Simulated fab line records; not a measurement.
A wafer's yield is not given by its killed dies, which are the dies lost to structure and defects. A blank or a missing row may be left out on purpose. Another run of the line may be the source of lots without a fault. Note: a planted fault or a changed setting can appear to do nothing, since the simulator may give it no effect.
Matching of chambers || flow nand-harc || NHARC_A_STAIRCASE_DESCUM_312 on rie-diel-01: 4 sister chambers
The step chemistry O2, time 3 s. 20 wafers are shown with their chamber, then 10 later ones without.

## WAFERS WITH THEIR CHAMBER
{"wafer": "L074.1", "chamber": 0, "drypump-motor-current-A (A)": 6.6, "showerhead-plenum-p-Torr (Torr)": 1.87, "oes-product-au (a.u.)": 0.986}
{"wafer": "L074.2", "chamber": 2, "drypump-motor-current-A (A)": 5.9, "showerhead-plenum-p-Torr (Torr)": 1.89, "oes-product-au (a.u.)": 0.996}
{"wafer": "L074.3", "chamber": 3, "drypump-motor-current-A (A)": 5.5, "showerhead-plenum-p-Torr (Torr)": 1.80, "oes-product-au (a.u.)": 0.983}
{"wafer": "L075.2", "chamber": 1, "drypump-motor-current-A (A)": 5.7, "showerhead-plenum-p-Torr (Torr)": 1.97, "oes-product-au (a.u.)": 1.012}
{"wafer": "L075.3", "chamber": 2, "drypump-motor-current-A (A)": 5.9, "showerhead-plenum-p-Torr (Torr)": 1.89, "oes-product-au (a.u.)": 0.984}
{"wafer": "L075.4", "chamber": 3, "drypump-motor-current-A (A)": 5.5, "showerhead-plenum-p-Torr (Torr)": 1.80, "oes-product-au (a.u.)": 0.991}
{"wafer": "L078.2", "chamber": 3, "drypump-motor-current-A (A)": 5.5, "showerhead-plenum-p-Torr (Torr)": 1.80, "oes-product-au (a.u.)": 0.990}
{"wafer": "L078.5", "chamber": 1, "drypump-motor-current-A (A)": 5.8, "showerhead-plenum-p-Torr (Torr)": 1.97, "oes-product-au (a.u.)": 1.000}
{"wafer": "L078.6", "chamber": 2, "drypump-motor-current-A (A)": 5.9, "showerhead-plenum-p-Torr (Torr)": 1.89, "oes-product-au (a.u.)": 0.990}
{"wafer": "L084.4", "chamber": 0, "drypump-motor-current-A (A)": 6.6, "showerhead-plenum-p-Torr (Torr)": 1.86, "oes-product-au (a.u.)": 0.983}
{"wafer": "L084.5", "chamber": 3, "drypump-motor-current-A (A)": 5.5, "showerhead-plenum-p-Torr (Torr)": 1.80, "oes-product-au (a.u.)": 0.996}
{"wafer": "L084.6", "chamber": 0, "drypump-motor-current-A (A)": 6.6, "showerhead-plenum-p-Torr (Torr)": 1.86, "oes-product-au (a.u.)": 0.976}
{"wafer": "L088.1", "chamber": 1, "drypump-motor-current-A (A)": 5.7, "showerhead-plenum-p-Torr (Torr)": 1.96, "oes-product-au (a.u.)": 1.003}
{"wafer": "L088.4", "chamber": 0, "drypump-motor-current-A (A)": 6.6, "showerhead-plenum-p-Torr (Torr)": 1.86, "oes-product-au (a.u.)": 0.994}
{"wafer": "L088.5", "chamber": 3, "drypump-motor-current-A (A)": 5.5, "showerhead-plenum-p-Torr (Torr)": 1.80, "oes-product-au (a.u.)": 0.986}
{"wafer": "L086.1", "chamber": 1, "drypump-motor-current-A (A)": 5.7, "showerhead-plenum-p-Torr (Torr)": 1.96, "oes-product-au (a.u.)": 1.013}
{"wafer": "L086.2", "chamber": 2, "drypump-motor-current-A (A)": 5.9, "showerhead-plenum-p-Torr (Torr)": 1.88, "oes-product-au (a.u.)": 0.986}
{"wafer": "L086.6", "chamber": 1, "drypump-motor-current-A (A)": 5.7, "showerhead-plenum-p-Torr (Torr)": 1.96, "oes-product-au (a.u.)": 1.018}
{"wafer": "L090.1", "chamber": 2, "drypump-motor-current-A (A)": 5.9, "showerhead-plenum-p-Torr (Torr)": 1.88, "oes-product-au (a.u.)": 0.988}
{"wafer": "L090.4", "chamber": 3, "drypump-motor-current-A (A)": 5.5, "showerhead-plenum-p-Torr (Torr)": 1.79, "oes-product-au (a.u.)": 0.980}

SIGNATURES, as means of the wafers listed above
{"reading": "drypump-motor-current-A", "chamber 0": 6.600, "chamber 1": 5.720, "chamber 2": 5.900, "chamber 3": 5.500, "scatter within a chamber": 0.0224}
{"reading": "showerhead-plenum-p-Torr", "chamber 0": 1.8625, "chamber 1": 1.9640, "chamber 2": 1.8860, "chamber 3": 1.7983, "scatter within a chamber": 0.00499}
{"reading": "oes-product-au", "chamber 0": 0.98475, "chamber 1": 1.00920, "chamber 2": 0.98880, "chamber 3": 0.98767, "scatter within a chamber": 0.00634}
Rule: distance of a wafer from a chamber = root of the sum over the readings of ((wafer's reading minus chamber's mean) / reading's scatter) squared. If the next closest chamber is less than 2 further off than the closest, the wafer can't be placed; otherwise it belongs to the closest. The scatter: take each reading less its chamber's mean, square it, sum over the shown wafers, divide by the number of wafers less the number of chambers, and take the root.

## WAFERS MISSING THEIR CHAMBER
{"wafer": "L090.6", "drypump-motor-current-A (A)": 5.9, "showerhead-plenum-p-Torr (Torr)": 1.88, "oes-product-au (a.u.)": 0.990}
{"wafer": "L089.1", "drypump-motor-current-A (A)": 5.7, "showerhead-plenum-p-Torr (Torr)": 1.96, "oes-product-au (a.u.)": 1.014}
{"wafer": "L089.3", "drypump-motor-current-A (A)": 5.5, "showerhead-plenum-p-Torr (Torr)": 1.79, "oes-product-au (a.u.)": 0.979}
{"wafer": "L089.6", "drypump-motor-current-A (A)": 6.6, "showerhead-plenum-p-Torr (Torr)": 1.86, "oes-product-au (a.u.)": 1.004}
{"wafer": "L092.1", "drypump-motor-current-A (A)": 5.9, "showerhead-plenum-p-Torr (Torr)": 1.88, "oes-product-au (a.u.)": 0.981}
{"wafer": "L092.2", "drypump-motor-current-A (A)": 5.7, "showerhead-plenum-p-Torr (Torr)": 1.96, "oes-product-au (a.u.)": 1.008}
{"wafer": "L092.6", "drypump-motor-current-A (A)": 6.6, "showerhead-plenum-p-Torr (Torr)": 1.86, "oes-product-au (a.u.)": 0.996}
{"wafer": "L094.2", "drypump-motor-current-A (A)": 6.6, "showerhead-plenum-p-Torr (Torr)": 1.85, "oes-product-au (a.u.)": 1.006}
{"wafer": "L094.4", "drypump-motor-current-A (A)": 5.9, "showerhead-plenum-p-Torr (Torr)": 1.87, "oes-product-au (a.u.)": 1.001}
{"wafer": "L094.5", "drypump-motor-current-A (A)": 5.7, "showerhead-plenum-p-Torr (Torr)": 1.96, "oes-product-au (a.u.)": 1.017}

## CHAMBER TAKEN BY EACH
{"wafer": "L090.6", "from the rows above": 2, "in truth": 2}
{"wafer": "L089.1", "from the rows above": 1, "in truth": 1}
{"wafer": "L089.3", "from the rows above": 3, "in truth": 3}
{"wafer": "L089.6", "from the rows above": 0, "in truth": 0}
{"wafer": "L092.1", "from the rows above": 2, "in truth": 2}
{"wafer": "L092.2", "from the rows above": 1, "in truth": 1}
{"wafer": "L092.6", "from the rows above": 0, "in truth": 0}
{"wafer": "L094.2", "from the rows above": 0, "in truth": 0}
{"wafer": "L094.4", "from the rows above": 2, "in truth": 2}
{"wafer": "L094.5", "from the rows above": 1, "in truth": 1}
Correct placement for 10 of the 10. Left unplaced by these rows: 0. 0 placed wrongly.
